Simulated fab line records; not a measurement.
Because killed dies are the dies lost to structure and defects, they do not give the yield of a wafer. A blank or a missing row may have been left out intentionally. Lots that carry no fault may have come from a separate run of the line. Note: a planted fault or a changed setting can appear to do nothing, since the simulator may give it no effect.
Which tool did it? / flow n5-finfet / 39 wafers from 15 lots sampled at 4 of the route's 1938 steps

WHAT EACH GAUGE READ, for each wafer
No reading from a measuring or inspecting step in the record can be judged against a usual standard deviation.

TOOL THAT RAN EACH LOT (tool first, then ch and the chambers of the sampled wafers, then the start)
lot=L163; N5_BEOL_M3_ETCH_63=rie-diel-04 ch 0,1,2, day 6 22:25; N5_BEOL_M3_PEB_26=litho-track-04 ch 0, day 6 23:03; N5_BEOL_M3_ETCH_77=rie-diel-03 ch 0,1,2, day 6 23:22; N5_BEOL_M3_ETCHBACK_99=rie-diel-06 ch 0,2,3, day 7 00:14
lot=L166; N5_BEOL_M3_ETCH_63=rie-diel-03 ch 0,1, day 7 16:08; N5_BEOL_M3_PEB_26=litho-track-02 ch 0, day 7 16:53; N5_BEOL_M3_ETCH_77=rie-diel-04 ch 0,1, day 7 17:10; N5_BEOL_M3_ETCHBACK_99=rie-diel-06 ch 0,3, day 7 20:19
lot=L165; N5_BEOL_M3_ETCH_63=rie-diel-03 ch 0,3, day 7 19:15; N5_BEOL_M3_PEB_26=litho-track-04 ch 0, day 8 00:28; N5_BEOL_M3_ETCH_77=rie-diel-04 ch 1,3, day 8 00:41; N5_BEOL_M3_ETCHBACK_99=rie-diel-03 ch 0,1,3, day 8 01:47
lot=L168; N5_BEOL_M3_ETCH_63=rie-diel-06 ch 0,1,2, day 8 07:19; N5_BEOL_M3_PEB_26=litho-track-01 ch 0, day 8 07:56; N5_BEOL_M3_ETCH_77=rie-diel-04 ch 0,2,3, day 8 08:32; N5_BEOL_M3_ETCHBACK_99=rie-diel-04 ch 0,1,3, day 8 08:53
lot=L170; N5_BEOL_M3_ETCH_63=rie-diel-06 ch 1,2, day 8 23:08; N5_BEOL_M3_PEB_26=litho-track-04 ch 0, day 8 23:54; N5_BEOL_M3_ETCH_77=rie-diel-06 ch 0,2, day 9 00:07; N5_BEOL_M3_ETCHBACK_99=rie-diel-06 ch 1,3, day 9 06:40
lot=L172; N5_BEOL_M3_ETCH_63=rie-diel-03 ch 0,1, day 9 05:11; N5_BEOL_M3_PEB_26=litho-track-02 ch 0, day 9 06:01; N5_BEOL_M3_ETCH_77=rie-diel-04 ch 0,1, day 9 06:18; N5_BEOL_M3_ETCHBACK_99=rie-diel-04 ch 0, day 9 06:40
lot=L171; N5_BEOL_M3_ETCH_63=rie-diel-03 ch 3, day 9 07:18; N5_BEOL_M3_PEB_26=litho-track-01 ch 0, day 9 08:08; N5_BEOL_M3_ETCH_77=rie-diel-03 ch 0,1, day 9 08:22; N5_BEOL_M3_ETCHBACK_99=rie-diel-03 ch 3, day 9 10:24
lot=L173; N5_BEOL_M3_ETCH_63=rie-diel-04 ch 0,1,3, day 9 16:08; N5_BEOL_M3_PEB_26=litho-track-04 ch 0, day 9 16:55; N5_BEOL_M3_ETCH_77=rie-diel-04 ch 0,3, day 9 17:08; N5_BEOL_M3_ETCHBACK_99=rie-diel-03 ch 0,3, day 9 19:21
lot=L175; N5_BEOL_M3_ETCH_63=rie-diel-04 ch 1,2,3, day 10 14:49; N5_BEOL_M3_PEB_26=litho-track-04, day 10 15:27; N5_BEOL_M3_ETCH_77=rie-diel-03 ch 0,3, day 10 15:40; N5_BEOL_M3_ETCHBACK_99=rie-diel-04 ch 0,1, day 10 16:13
lot=L176; N5_BEOL_M3_ETCH_63=rie-diel-04 ch 1,2,3, day 10 21:07; N5_BEOL_M3_PEB_26=litho-track-04, day 10 21:49; N5_BEOL_M3_ETCH_77=rie-diel-06 ch 1,2,3, day 10 22:10; N5_BEOL_M3_ETCHBACK_99=rie-diel-03 ch 1,2, day 11 01:25
lot=L177; N5_BEOL_M3_ETCH_63=rie-diel-03 ch 1,2, day 10 22:34; N5_BEOL_M3_PEB_26=litho-track-02, day 10 23:12; N5_BEOL_M3_ETCH_77=rie-diel-04 ch 0,1,3, day 10 23:25; N5_BEOL_M3_ETCHBACK_99=rie-diel-04 ch 2,3, day 11 01:53
lot=L179; N5_BEOL_M3_ETCH_63=rie-diel-04 ch 0,2, day 11 06:00; N5_BEOL_M3_PEB_26=litho-track-02 ch 0, day 11 06:45; N5_BEOL_M3_ETCH_77=rie-diel-04 ch 1,3, day 11 06:59; N5_BEOL_M3_ETCHBACK_99=rie-diel-04 ch 1,3, day 11 14:45
lot=L181; N5_BEOL_M3_ETCH_63=rie-diel-03 ch 2,3, day 11 16:46; N5_BEOL_M3_PEB_26=litho-track-04 ch 0, day 11 17:31; N5_BEOL_M3_ETCH_77=rie-diel-04 ch 3, day 11 17:46; N5_BEOL_M3_ETCHBACK_99=rie-diel-04 ch 1, day 11 19:38
lot=L184; N5_BEOL_M3_ETCH_63=rie-diel-03 ch 1,2,3, day 12 18:07; N5_BEOL_M3_PEB_26=litho-track-02 ch 0, day 12 18:45; N5_BEOL_M3_ETCH_77=rie-diel-06 ch 1,3, day 12 19:01; N5_BEOL_M3_ETCHBACK_99=rie-diel-04 ch 0,1,3, day 12 19:42
lot=L185; N5_BEOL_M3_ETCH_63=rie-diel-03 ch 1,2, day 13 00:29; N5_BEOL_M3_PEB_26=litho-track-02 ch 0, day 13 01:23; N5_BEOL_M3_ETCH_77=rie-diel-06 ch 2,3, day 13 01:36; N5_BEOL_M3_ETCHBACK_99=rie-diel-04 ch 1,2,3, day 13 03:37
- N5_BEOL_M3_ETCH_63: etches SiARC in CF4, target depth 15.6 nm, time 26 s.
- N5_BEOL_M3_PEB_26: peb time 60 s.
- N5_BEOL_M3_ETCH_77: etches underlayer in N2/H2, target depth 6.5 nm, time 5.2 s.
- N5_BEOL_M3_ETCHBACK_99: etches SiO2 in CHF3, target depth 5 nm, time 10.4 s.

WHAT THE TOOLS THEMSELVES READ (means of the sampled wafers that have a number; where no wafer has one, the mark that the record gives instead)
N5_BEOL_M3_ETCH_63.
lot=L163; tool=rie-diel-04; chamber-pressure-mTorr (mTorr)=40.01; drypump-motor-current-A (A)=5.9; etch-rf-on-time-s (s)=27.0; oes-product-au (a.u.)=0.62; rf-vpp-V (V)=184.0; showerhead-plenum-p-Torr (Torr)=2.16; throttle-valve-pct (%)=15.61
lot=L166; tool=rie-diel-03; chamber-pressure-mTorr (mTorr)=39.98; drypump-motor-current-A (A)=5.7; etch-rf-on-time-s (s)=24.8; oes-product-au (a.u.)=0.71; rf-vpp-V (V)=184.0; showerhead-plenum-p-Torr (Torr)=2.12; throttle-valve-pct (%)=15.79
lot=L165; tool=rie-diel-03; chamber-pressure-mTorr (mTorr)=39.97; drypump-motor-current-A (A)=5.7; etch-rf-on-time-s (s)=24.8; oes-product-au (a.u.)=0.72; rf-vpp-V (V)=183.5; showerhead-plenum-p-Torr (Torr)=2.14; throttle-valve-pct (%)=15.64
lot=L168; tool=rie-diel-06; chamber-pressure-mTorr (mTorr)=39.99; drypump-motor-current-A (A)=5.9; etch-rf-on-time-s (s)=25.9; oes-product-au (a.u.)=0.65; rf-vpp-V (V)=182.9; showerhead-plenum-p-Torr (Torr)=2.11; throttle-valve-pct (%)=15.72
lot=L170; tool=rie-diel-06; chamber-pressure-mTorr (mTorr)=39.98; drypump-motor-current-A (A)=6.1; etch-rf-on-time-s (s)=26.3; oes-product-au (a.u.)=0.67; rf-vpp-V (V)=184.2; showerhead-plenum-p-Torr (Torr)=2.15; throttle-valve-pct (%)=15.66
lot=L172; tool=rie-diel-03; chamber-pressure-mTorr (mTorr)=39.94; drypump-motor-current-A (A)=5.7; etch-rf-on-time-s (s)=24.7; oes-product-au (a.u.)=0.70; rf-vpp-V (V)=183.9; showerhead-plenum-p-Torr (Torr)=2.12; throttle-valve-pct (%)=15.82
lot=L171; tool=rie-diel-03; chamber-pressure-mTorr (mTorr)=40.04; drypump-motor-current-A (A)=5.5; etch-rf-on-time-s (s)=26.2; oes-product-au (a.u.)=0.59; rf-vpp-V (V)=181.8; showerhead-plenum-p-Torr (Torr)=2.03; throttle-valve-pct (%)=15.54
lot=L173; tool=rie-diel-04; chamber-pressure-mTorr (mTorr)=39.99; drypump-motor-current-A (A)=5.8; etch-rf-on-time-s (s)=26.6; oes-product-au (a.u.)=0.64; rf-vpp-V (V)=183.2; showerhead-plenum-p-Torr (Torr)=2.09; throttle-valve-pct (%)=15.44
lot=L175; tool=rie-diel-04; chamber-pressure-mTorr (mTorr)=40.00; drypump-motor-current-A (A)=5.9; etch-rf-on-time-s (s)=27.1; oes-product-au (a.u.)=0.68; rf-vpp-V (V)=183.3; showerhead-plenum-p-Torr (Torr)=2.14; throttle-valve-pct (%)=15.46
lot=L176; tool=rie-diel-04; chamber-pressure-mTorr (mTorr)=40.03; drypump-motor-current-A (A)=6.0; etch-rf-on-time-s (s)=26.8; oes-product-au (a.u.)=0.69; rf-vpp-V (V)=183.8; showerhead-plenum-p-Torr (Torr)=2.14; throttle-valve-pct (%)=15.46
lot=L177; tool=rie-diel-03; chamber-pressure-mTorr (mTorr)=39.97; drypump-motor-current-A (A)=5.9; etch-rf-on-time-s (s)=25.0; oes-product-au (a.u.)=0.69; rf-vpp-V (V)=183.7; showerhead-plenum-p-Torr (Torr)=2.07; throttle-valve-pct (%)=15.68
lot=L179; tool=rie-diel-04; chamber-pressure-mTorr (mTorr)=40.02; drypump-motor-current-A (A)=5.8; etch-rf-on-time-s (s)=26.0; oes-product-au (a.u.)=0.72; rf-vpp-V (V)=184.0; showerhead-plenum-p-Torr (Torr)=2.12; throttle-valve-pct (%)=15.49
lot=L181; tool=rie-diel-03; chamber-pressure-mTorr (mTorr)=40.03; drypump-motor-current-A (A)=6.0; etch-rf-on-time-s (s)=25.6; oes-product-au (a.u.)=0.81; rf-vpp-V (V)=184.8; showerhead-plenum-p-Torr (Torr)=2.19; throttle-valve-pct (%)=15.12
lot=L184; tool=rie-diel-03; chamber-pressure-mTorr (mTorr)=40.02; drypump-motor-current-A (A)=5.9; etch-rf-on-time-s (s)=25.6; oes-product-au (a.u.)=0.73; rf-vpp-V (V)=183.1; showerhead-plenum-p-Torr (Torr)=2.14; throttle-valve-pct (%)=15.42
lot=L185; tool=rie-diel-03; chamber-pressure-mTorr (mTorr)=39.98; drypump-motor-current-A (A)=6.2; etch-rf-on-time-s (s)=25.1; oes-product-au (a.u.)=0.73; rf-vpp-V (V)=183.7; showerhead-plenum-p-Torr (Torr)=2.09; throttle-valve-pct (%)=15.45

N5_BEOL_M3_PEB_26.
lot=L163; tool=litho-track-04; chill-plate-temp-C (C)=22.94; exhaust-pa (Pa)=44.9; heater-power-total-W (W)=155.4
lot=L166; tool=litho-track-02; chill-plate-temp-C (C)=22.80; exhaust-pa (Pa)=44.5; heater-power-total-W (W)=154.6
lot=L165; tool=litho-track-04; chill-plate-temp-C (C)=23.18; exhaust-pa (Pa)=44.7; heater-power-total-W (W)=154.1
lot=L168; tool=litho-track-01; chill-plate-temp-C (C)=23.10; exhaust-pa (Pa)=44.4; heater-power-total-W (W)=154.2
lot=L170; tool=litho-track-04; chill-plate-temp-C (C)=22.95; exhaust-pa (Pa)=44.0; heater-power-total-W (W)=153.8
lot=L172; tool=litho-track-02; chill-plate-temp-C (C)=23.15; exhaust-pa (Pa)=45.8; heater-power-total-W (W)=155.2
lot=L171; tool=litho-track-01; chill-plate-temp-C (C)=23.10; exhaust-pa (Pa)=44.8; heater-power-total-W (W)=154.1
lot=L173; tool=litho-track-04; chill-plate-temp-C (C)=22.91; exhaust-pa (Pa)=45.0; heater-power-total-W (W)=154.3
lot=L175; tool=litho-track-04; chill-plate-temp-C (C)=-; exhaust-pa (Pa)=-; heater-power-total-W (W)=-
lot=L176; tool=litho-track-04; chill-plate-temp-C (C)=-; exhaust-pa (Pa)=-; heater-power-total-W (W)=-
lot=L177; tool=litho-track-02; chill-plate-temp-C (C)=-; exhaust-pa (Pa)=-; heater-power-total-W (W)=-
lot=L179; tool=litho-track-02; chill-plate-temp-C (C)=23.08; exhaust-pa (Pa)=45.5; heater-power-total-W (W)=152.8
lot=L181; tool=litho-track-04; chill-plate-temp-C (C)=23.01; exhaust-pa (Pa)=44.8; heater-power-total-W (W)=154.7
lot=L184; tool=litho-track-02; chill-plate-temp-C (C)=23.01; exhaust-pa (Pa)=44.8; heater-power-total-W (W)=153.6
lot=L185; tool=litho-track-02; chill-plate-temp-C (C)=23.15; exhaust-pa (Pa)=43.8; heater-power-total-W (W)=154.7

N5_BEOL_M3_ETCH_77.
lot=L163; tool=rie-diel-03; chamber-pressure-mTorr (mTorr)=30.01; drypump-motor-current-A (A)=6.0; etch-rf-on-time-s (s)=5.09; oes-product-au (a.u.)=0.67; rf-vpp-V (V)=524; showerhead-plenum-p-Torr (Torr)=2.50; throttle-valve-pct (%)=17.88
lot=L166; tool=rie-diel-04; chamber-pressure-mTorr (mTorr)=30.01; drypump-motor-current-A (A)=5.8; etch-rf-on-time-s (s)=5.41; oes-product-au (a.u.)=0.64; rf-vpp-V (V)=525; showerhead-plenum-p-Torr (Torr)=2.51; throttle-valve-pct (%)=17.54
lot=L165; tool=rie-diel-04; chamber-pressure-mTorr (mTorr)=29.97; drypump-motor-current-A (A)=5.8; etch-rf-on-time-s (s)=5.29; oes-product-au (a.u.)=0.66; rf-vpp-V (V)=521; showerhead-plenum-p-Torr (Torr)=2.43; throttle-valve-pct (%)=17.50
lot=L168; tool=rie-diel-04; chamber-pressure-mTorr (mTorr)=30.01; drypump-motor-current-A (A)=5.7; etch-rf-on-time-s (s)=5.22; oes-product-au (a.u.)=0.64; rf-vpp-V (V)=523; showerhead-plenum-p-Torr (Torr)=2.46; throttle-valve-pct (%)=17.73
lot=L170; tool=rie-diel-06; chamber-pressure-mTorr (mTorr)=30.00; drypump-motor-current-A (A)=5.7; etch-rf-on-time-s (s)=5.20; oes-product-au (a.u.)=0.58; rf-vpp-V (V)=524; showerhead-plenum-p-Torr (Torr)=2.50; throttle-valve-pct (%)=17.95
lot=L172; tool=rie-diel-04; chamber-pressure-mTorr (mTorr)=30.00; drypump-motor-current-A (A)=5.8; etch-rf-on-time-s (s)=5.42; oes-product-au (a.u.)=0.61; rf-vpp-V (V)=524; showerhead-plenum-p-Torr (Torr)=2.51; throttle-valve-pct (%)=17.58
lot=L171; tool=rie-diel-03; chamber-pressure-mTorr (mTorr)=29.95; drypump-motor-current-A (A)=5.7; etch-rf-on-time-s (s)=5.03; oes-product-au (a.u.)=0.69; rf-vpp-V (V)=522; showerhead-plenum-p-Torr (Torr)=2.50; throttle-valve-pct (%)=18.10
lot=L173; tool=rie-diel-04; chamber-pressure-mTorr (mTorr)=30.04; drypump-motor-current-A (A)=5.5; etch-rf-on-time-s (s)=5.13; oes-product-au (a.u.)=0.65; rf-vpp-V (V)=519; showerhead-plenum-p-Torr (Torr)=2.36; throttle-valve-pct (%)=17.54
lot=L175; tool=rie-diel-03; chamber-pressure-mTorr (mTorr)=29.99; drypump-motor-current-A (A)=5.6; etch-rf-on-time-s (s)=5.12; oes-product-au (a.u.)=0.63; rf-vpp-V (V)=522; showerhead-plenum-p-Torr (Torr)=2.45; throttle-valve-pct (%)=17.86
lot=L176; tool=rie-diel-06; chamber-pressure-mTorr (mTorr)=30.01; drypump-motor-current-A (A)=6.0; etch-rf-on-time-s (s)=5.18; oes-product-au (a.u.)=0.73; rf-vpp-V (V)=523; showerhead-plenum-p-Torr (Torr)=2.50; throttle-valve-pct (%)=17.75
lot=L177; tool=rie-diel-04; chamber-pressure-mTorr (mTorr)=30.00; drypump-motor-current-A (A)=5.7; etch-rf-on-time-s (s)=5.32; oes-product-au (a.u.)=0.63; rf-vpp-V (V)=522; showerhead-plenum-p-Torr (Torr)=2.45; throttle-valve-pct (%)=17.59
lot=L179; tool=rie-diel-04; chamber-pressure-mTorr (mTorr)=30.04; drypump-motor-current-A (A)=5.9; etch-rf-on-time-s (s)=5.39; oes-product-au (a.u.)=0.63; rf-vpp-V (V)=522; showerhead-plenum-p-Torr (Torr)=2.46; throttle-valve-pct (%)=17.54
lot=L181; tool=rie-diel-04; chamber-pressure-mTorr (mTorr)=30.03; drypump-motor-current-A (A)=5.7; etch-rf-on-time-s (s)=5.20; oes-product-au (a.u.)=0.66; rf-vpp-V (V)=517; showerhead-plenum-p-Torr (Torr)=2.33; throttle-valve-pct (%)=17.54
lot=L184; tool=rie-diel-06; chamber-pressure-mTorr (mTorr)=29.99; drypump-motor-current-A (A)=6.0; etch-rf-on-time-s (s)=5.20; oes-product-au (a.u.)=0.67; rf-vpp-V (V)=521; showerhead-plenum-p-Torr (Torr)=2.44; throttle-valve-pct (%)=17.87
lot=L185; tool=rie-diel-06; chamber-pressure-mTorr (mTorr)=30.00; drypump-motor-current-A (A)=5.9; etch-rf-on-time-s (s)=5.31; oes-product-au (a.u.)=0.71; rf-vpp-V (V)=523; showerhead-plenum-p-Torr (Torr)=2.54; throttle-valve-pct (%)=17.67

N5_BEOL_M3_ETCHBACK_99.
lot=L163; tool=rie-diel-06; chamber-pressure-mTorr (mTorr)=30.003; drypump-motor-current-A (A)=5.8; oes-product-au (a.u.)=0.72; rf-vpp-V (V)=238; showerhead-plenum-p-Torr (Torr)=2.12; throttle-valve-pct (%)=17.20
lot=L166; tool=rie-diel-06; chamber-pressure-mTorr (mTorr)=30.017; drypump-motor-current-A (A)=5.8; oes-product-au (a.u.)=0.74; rf-vpp-V (V)=233; showerhead-plenum-p-Torr (Torr)=2.08; throttle-valve-pct (%)=17.26
lot=L165; tool=rie-diel-03; chamber-pressure-mTorr (mTorr)=30.015; drypump-motor-current-A (A)=5.6; oes-product-au (a.u.)=0.77; rf-vpp-V (V)=236; showerhead-plenum-p-Torr (Torr)=2.10; throttle-valve-pct (%)=17.15
lot=L168; tool=rie-diel-04; chamber-pressure-mTorr (mTorr)=30.002; drypump-motor-current-A (A)=5.7; oes-product-au (a.u.)=0.75; rf-vpp-V (V)=239; showerhead-plenum-p-Torr (Torr)=2.10; throttle-valve-pct (%)=16.87
lot=L170; tool=rie-diel-06; chamber-pressure-mTorr (mTorr)=30.002; drypump-motor-current-A (A)=6.1; oes-product-au (a.u.)=0.82; rf-vpp-V (V)=234; showerhead-plenum-p-Torr (Torr)=2.11; throttle-valve-pct (%)=17.22
lot=L172; tool=rie-diel-04; chamber-pressure-mTorr (mTorr)=29.986; drypump-motor-current-A (A)=5.4; oes-product-au (a.u.)=0.74; rf-vpp-V (V)=238; showerhead-plenum-p-Torr (Torr)=2.05; throttle-valve-pct (%)=16.88
lot=L171; tool=rie-diel-03; chamber-pressure-mTorr (mTorr)=29.989; drypump-motor-current-A (A)=5.5; oes-product-au (a.u.)=0.69; rf-vpp-V (V)=235; showerhead-plenum-p-Torr (Torr)=2.05; throttle-valve-pct (%)=17.10
lot=L173; tool=rie-diel-03; chamber-pressure-mTorr (mTorr)=29.993; drypump-motor-current-A (A)=5.6; oes-product-au (a.u.)=0.74; rf-vpp-V (V)=234; showerhead-plenum-p-Torr (Torr)=2.09; throttle-valve-pct (%)=17.10
lot=L175; tool=rie-diel-04; chamber-pressure-mTorr (mTorr)=30.016; drypump-motor-current-A (A)=5.9; oes-product-au (a.u.)=0.72; rf-vpp-V (V)=240; showerhead-plenum-p-Torr (Torr)=2.17; throttle-valve-pct (%)=16.96
lot=L176; tool=rie-diel-03; chamber-pressure-mTorr (mTorr)=29.993; drypump-motor-current-A (A)=5.9; oes-product-au (a.u.)=0.80; rf-vpp-V (V)=235; showerhead-plenum-p-Torr (Torr)=2.07; throttle-valve-pct (%)=17.10
lot=L177; tool=rie-diel-04; chamber-pressure-mTorr (mTorr)=30.027; drypump-motor-current-A (A)=5.9; oes-product-au (a.u.)=0.88; rf-vpp-V (V)=249; showerhead-plenum-p-Torr (Torr)=2.16; throttle-valve-pct (%)=17.06
lot=L179; tool=rie-diel-04; chamber-pressure-mTorr (mTorr)=30.007; drypump-motor-current-A (A)=5.9; oes-product-au (a.u.)=0.73; rf-vpp-V (V)=240; showerhead-plenum-p-Torr (Torr)=2.11; throttle-valve-pct (%)=16.95
lot=L181; tool=rie-diel-04; chamber-pressure-mTorr (mTorr)=30.005; drypump-motor-current-A (A)=6.2; oes-product-au (a.u.)=0.71; rf-vpp-V (V)=240; showerhead-plenum-p-Torr (Torr)=2.23; throttle-valve-pct (%)=17.01
lot=L184; tool=rie-diel-04; chamber-pressure-mTorr (mTorr)=30.006; drypump-motor-current-A (A)=5.7; oes-product-au (a.u.)=0.73; rf-vpp-V (V)=238; showerhead-plenum-p-Torr (Torr)=2.09; throttle-valve-pct (%)=16.95
lot=L185; tool=rie-diel-04; chamber-pressure-mTorr (mTorr)=29.978; drypump-motor-current-A (A)=5.9; oes-product-au (a.u.)=0.79; rf-vpp-V (V)=244; showerhead-plenum-p-Torr (Torr)=2.15; throttle-valve-pct (%)=17.04

THE ANSWER, worked out from the rows above alone
Rule: the lots themselves supply what counts as usual. The widest of any qualifying gaps counts: lots, ordered by their means at a reading, are off when they make up no more than a third of the lots, leave a main group of 4 or more, and stand apart from it by 3 or more times the standard deviation of that group's means. The tables above print the reading to a certain number of digits; a main group whose means all agree to those digits is not used. A lot without any number at a reading at which 4 lots or more have one is off too. Any other lot the step has rows for is counted as sound. Order of review: gauges by route order, followed by the tools' own readings, for which a lot's mean as printed above is used. At the first step where some lot is off, the reading lying furthest off is the one used; lots without a number count as furthest.
Off, at N5_BEOL_M3_PEB_26 on chill-plate-temp-C: L175, L176, L177. Without a number there: L175, L176, L177. The main group: mean 23.03 C, standard deviation 0.11.
If a tool, at that step or one of the process steps before it, ran each lot that is off and ran no sound lot following the first of them, it fits. None of those tried fits.

WHAT THE SIMULATOR HAD PUT IN
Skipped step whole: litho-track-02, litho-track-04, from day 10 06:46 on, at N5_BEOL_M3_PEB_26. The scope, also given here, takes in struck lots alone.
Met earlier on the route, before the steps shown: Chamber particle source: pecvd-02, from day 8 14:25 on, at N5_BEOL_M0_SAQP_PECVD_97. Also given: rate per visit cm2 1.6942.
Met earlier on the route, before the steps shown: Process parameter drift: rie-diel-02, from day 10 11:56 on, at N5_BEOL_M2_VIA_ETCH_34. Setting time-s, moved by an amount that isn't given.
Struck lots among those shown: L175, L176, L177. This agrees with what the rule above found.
